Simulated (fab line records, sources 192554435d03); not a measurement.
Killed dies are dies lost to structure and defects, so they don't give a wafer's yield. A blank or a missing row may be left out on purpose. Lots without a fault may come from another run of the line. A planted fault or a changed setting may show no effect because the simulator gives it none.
fab line records | flow n5_finfet | part 2 of 2: steps 5 to 6 of 6
record lots=23 wafers=69 last_day=18
route steps=1938 shown BEOL_M11@1573 BEOL_M12@1612
lots that met no fault: from a run of the same line without faults
start_h: hours from the record's first day to the start of the lot's first wafer shown | wait_h: hours since the lot's step before | " the same as in the row above | L1.1+2: a row that stands for several wafers | - no value, or no start given | * or withheld: withheld | < > ~ a bound
route shown NAME@n: a module of which the file shows steps, and the number in the route of the first | usual: mean/standard deviation of fault-free wafers | same: alike in all rows | chamber/n: place in a boat | sites: the reading at each site | _std_site: their standard deviation | _edge_site: outer sites' mean less inner sites' | radius_mm: how far each site lies from the wafer's centre | mask NAME#n: copy n | behind: the tool/chamber that last shaped the wafer | hold: why the lot was held/for how many hours/how that ended | device: the transistor (n, p or np) that didn't switch | end of line: the same wafers' tests at the end of the route | a step without rows: its recipe alone | killed: dies lost to structure and defects at the first sort, not the wafer's yield | map: a wafer's dies, x killed, . not, _ none there
set.NAME: the setting as run; set.NAME@STEP: as run at that earlier step | model.NAME: the simulator's own value behind a step, which no gauge read
steps of the route over a sample of lots; a table a step, a row a wafer
services: from which hour (start_h, from the record's first day; less than 0 if before it) a tool's chamber was out of use, for how many hours, and why
## steps
# step N5_BEOL_M12_STRIP_64
# recipe chemistry=N2/H2 power_w=1000 temp_c=250 h2_frac=0.65 overash_fraction=0.3 pressure_mtorr=withheld n2_flow_sccm=1750 h2_flow_sccm=3250
# usual drypump_motor_current_A=5.8/0.53 heater_power_w=356/43 oes_product_au=0.716/0.0044 strip_time_to_endpoint_s=31.36/0.068
# columns lot.wafer tool chamber start_h wait_h drypump_motor_current_A heater_power_w oes_product_au rf_hours_counter_h strip_time_to_endpoint_s
L075.2 plasma_asher-02 0 239.98 0.0 4.8 331 0.719 120 31.50
L075.4 " 1 " " 5.6 335 0.722 - 31.38
L075.5 " 0 " " 4.8 318 0.714 - 31.46
L076.1 plasma_asher-02 0 247.85 0.0 4.8 332 0.712 122 31.40
L076.4 " 0 " " 4.8 327 0.718 - 31.44
L076.5 " 0 " " 4.8 323 0.713 - 31.42
L074.2 plasma_asher-01 0 248.85 0.0 6.2 420 0.718 72 31.35
L074.3 " 0 " " 6.3 424 0.718 - 31.29
L074.6 " 0 " " 6.2 425 0.719 - 31.29
L077.3 plasma_asher-02 0 254.86 0.0 4.8 336 0.718 - 31.34
L077.5 " 0 " " 4.8 323 0.714 - 31.35
L077.6 " 1 " " 5.6 340 0.707 - 31.38
L079.2 plasma_asher-02 1 278.75 0.0 5.6 348 0.710 127 31.34
L079.3 " 1 " " 5.6 337 0.719 - 31.32
L079.6 " 0 " " 4.8 322 0.717 - 31.35
L078.1 plasma_asher-01 1 281.07 0.0 6.0 320 0.717 79 31.30
L078.2 " 0 " " 6.2 428 0.707 79 31.29
L078.5 " 1 " " 6.0 317 0.713 - 31.33
L082.3 plasma_asher-02 0 285.45 0.0 4.8 328 0.722 - 31.32
L082.5 " 0 " " 4.8 324 0.713 - 31.26
L082.6 " 1 " " 5.6 342 0.713 - 31.36
L080.2 plasma_asher-02 0 286.21 0.0 4.8 324 0.717 129 31.38
L080.3 " 1 " " 5.6 341 0.713 - 31.29
L080.5 " 0 " " 4.8 329 0.714 - 31.31
L081.1 plasma_asher-02 0 287.46 0.0 4.9 323 0.707 129 31.44
L081.3 " 0 " " 4.8 318 0.711 - 31.46
L081.6 " 1 " " 5.6 342 0.717 - 31.43
L083.1 plasma_asher-02 1 298.07 0.0 5.6 344 0.713 131 31.38
L083.2 " 0 " " 4.8 321 0.718 131 31.35
L083.6 " 0 " " 4.8 322 0.718 - 31.40
L085.1 plasma_asher-01 0 298.39 0.0 6.3 423 0.714 83 31.44
L085.3 " 1 " " 6.0 314 0.719 - 31.49
L085.6 " 0 " " 6.3 412 0.712 - 31.49
L084.1 plasma_asher-01 1 299.23 0.0 6.0 330 0.711 83 31.46
L084.4 " 0 " " 6.3 424 0.714 - 31.41
L084.5 " 1 " " 6.0 315 0.716 - 31.50
L087.2 plasma_asher-01 1 318.87 0.0 6.0 320 0.718 87 31.35
L087.3 " 0 " " 6.2 423 0.717 - 31.42
L087.5 " 1 " " 6.0 326 0.718 - 31.40
L086.3 plasma_asher-01 1 319.81 0.0 6.0 326 0.714 - 31.34
L086.4 " 0 " " 6.3 429 0.712 - 31.29
L086.5 " 0 " " 6.3 421 0.715 - 31.27
L088.3 plasma_asher-01 1 323.08 0.0 6.0 325 0.720 - 31.43
L088.5 " 1 " " 6.0 323 0.716 - 31.30
L088.6 " 0 " " 6.3 425 0.714 - 31.31
L089.1 plasma_asher-01 1 328.94 0.0 6.0 329 0.712 89 31.41
L089.2 " 0 " " 6.2 422 0.717 89 31.36
L089.3 " 0 " " 6.2 414 0.716 - 31.37
L090.2 plasma_asher-01 0 337.78 0.0 6.3 419 0.715 91 31.41
L090.3 " 1 " " 6.0 317 0.713 - 31.41
L090.4 " 0 " " 6.2 432 0.715 - 31.43
L091.1 plasma_asher-01 0 338.49 0.0 6.3 410 0.721 91 31.45
L091.2 " 1 " " 6.0 324 0.715 91 31.38
L091.4 " 1 " " 6.0 317 0.719 - 31.38
L092.1 plasma_asher-01 1 344.97 0.0 6.0 319 0.716 92 31.30
L092.2 " 0 " " 6.3 422 0.706 92 31.37
L092.3 " 1 " " 6.1 322 0.718 - 31.43
L095.2 plasma_asher-02 0 358.10 0.0 4.8 332 0.721 144 31.33
L095.3 " 0 " " 4.8 329 0.721 - 31.29
L095.6 " 1 " " 5.6 336 0.719 - 31.36
L096.1 plasma_asher-02 0 374.61 0.0 4.8 325 0.719 147 31.40
L096.3 " 0 " " 4.8 323 0.710 - 31.27
L096.4 " 1 " " 5.6 343 0.714 - 31.29
L094.1 plasma_asher-01 0 374.87 0.0 6.3 438 0.712 97 31.30
L094.4 " 0 " " 6.3 418 0.717 - 31.30
L094.5 " 0 " " 6.3 422 0.718 - 31.38
L097.3 plasma_asher-01 1 383.89 0.0 6.0 326 0.716 - 31.19
L097.5 " 0 " " 6.3 416 0.717 - 31.30
L097.6 " 1 " " 6.0 326 0.707 - 31.27
# step N5_BEOL_M12_OVL_MEAS_29
# recipe points_per_wafer=44
# usual M12_OVL=-3/5.8
# columns lot.wafer tool chamber start_h wait_h M12_OVL[nm]
L075.2 overlay-02 0 240.49 0.0 -11
L075.4 " 0 " " 4
L075.5 " 0 " " -15
L076.1 overlay-02 0 248.36 0.0 -10
L076.4 " 0 " " -10
L076.5 " 0 " " -6
L074.2 overlay-01 0 249.48 0.0 8
L074.3 " 0 " " 4
L074.6 " 0 " " 9
L077.3 overlay-01 0 255.47 0.0 2
L077.5 " 0 " " -1
L077.6 " 0 " " -7
L079.2 overlay-01 0 279.25 0.0 -6
L079.3 " 0 " " 9
L079.6 " 0 " " 5
L078.1 overlay-01 0 281.70 0.0 -1
L078.2 " 0 " " 0
L078.5 " 0 " " 0
L082.3 overlay-01 0 286.06 0.0 -1
L082.5 " 0 " " -7
L082.6 " 0 " " -7
L080.2 overlay-01 0 286.71 0.0 5
L080.3 " 0 " " 6
L080.5 " 0 " " 0
L081.1 overlay-02 0 288.09 0.0 -2
L081.3 " 0 " " -3
L081.6 " 0 " " -11
L083.1 overlay-02 0 298.58 0.0 5
L083.2 " 0 " " 2
L083.6 " 0 " " 4
L085.1 overlay-02 0 298.89 0.0 -4
L085.3 " 0 " " 0
L085.6 " 0 " " -1
L084.1 overlay-02 0 299.86 0.0 -11
L084.4 " 0 " " -5
L084.5 " 0 " " -11
L087.2 overlay-02 0 319.37 0.0 -5
L087.3 " 0 " " -2
L087.5 " 0 " " -3
L086.3 overlay-01 0 320.30 0.0 -6
L086.4 " 0 " " -7
L086.5 " 0 " " -4
L088.3 overlay-01 0 323.56 0.0 -10
L088.5 " 0 " " -2
L088.6 " 0 " " -5
L089.1 overlay-01 0 329.57 0.0 -5
L089.2 " 0 " " -11
L089.3 " 0 " " -13
L090.2 overlay-01 0 338.41 0.0 -2
L090.3 " 0 " " -4
L090.4 " 0 " " -8
L091.1 overlay-01 0 338.99 0.0 8
L091.2 " 0 " " 0
L091.4 " 0 " " -7
L092.1 overlay-01 0 345.47 0.0 5
L092.2 " 0 " " -1
L092.3 " 0 " " 3
L095.2 overlay-01 0 358.61 0.0 -5
L095.3 " 0 " " -4
L095.6 " 0 " " -1
L096.1 overlay-01 0 375.12 0.0 -11
L096.3 " 0 " " -6
L096.4 " 0 " " -4
L094.1 overlay-01 0 375.41 0.0 0
L094.4 " 0 " " 0
L094.5 " 0 " " 2
L097.3 overlay-01 0 384.41 0.0 0
L097.5 " 0 " " -1
L097.6 " 0 " " 0
## services
# columns tool chamber start_h hours kind
rie_diel-03 3 218.18 - clean
rie_diel-03 3 218.18 - consumable_replace:focus_ring
rie_diel-03 3 218.18 18.2 scheduled_down
rie_diel-03 3 218.18 18.2 vent_cycle
rie_diel-03 - 223.67 1.2 repair
rie_diel-06 3 226.39 4.2 repair
rie_diel-06 2 227.03 16.7 repair
rie_diel-03 2 249.30 - clean
rie_diel-03 2 249.30 - consumable_replace:focus_ring
rie_diel-03 2 249.30 16.8 scheduled_down
rie_diel-03 2 249.30 16.8 vent_cycle
rie_diel-03 - 252.99 2.8 pm
rie_diel-03 3 257.10 10.3 repair
rie_diel-03 0 275.51 4.4 repair
rie_diel-03 - 281.98 0.1 repair
rie_diel-06 0 287.29 12.3 repair
rie_diel-05 2 295.07 17.0 repair
rie_diel-05 2 316.07 4.0 repair
rie_diel-03 3 317.28 3.7 repair
rie_diel-03 0 360.38 - clean
rie_diel-03 0 360.38 - consumable_replace:focus_ring
rie_diel-03 0 360.38 16.6 scheduled_down
rie_diel-05 1 370.48 4.3 repair
rie_diel-05 1 375.69 6.9 repair
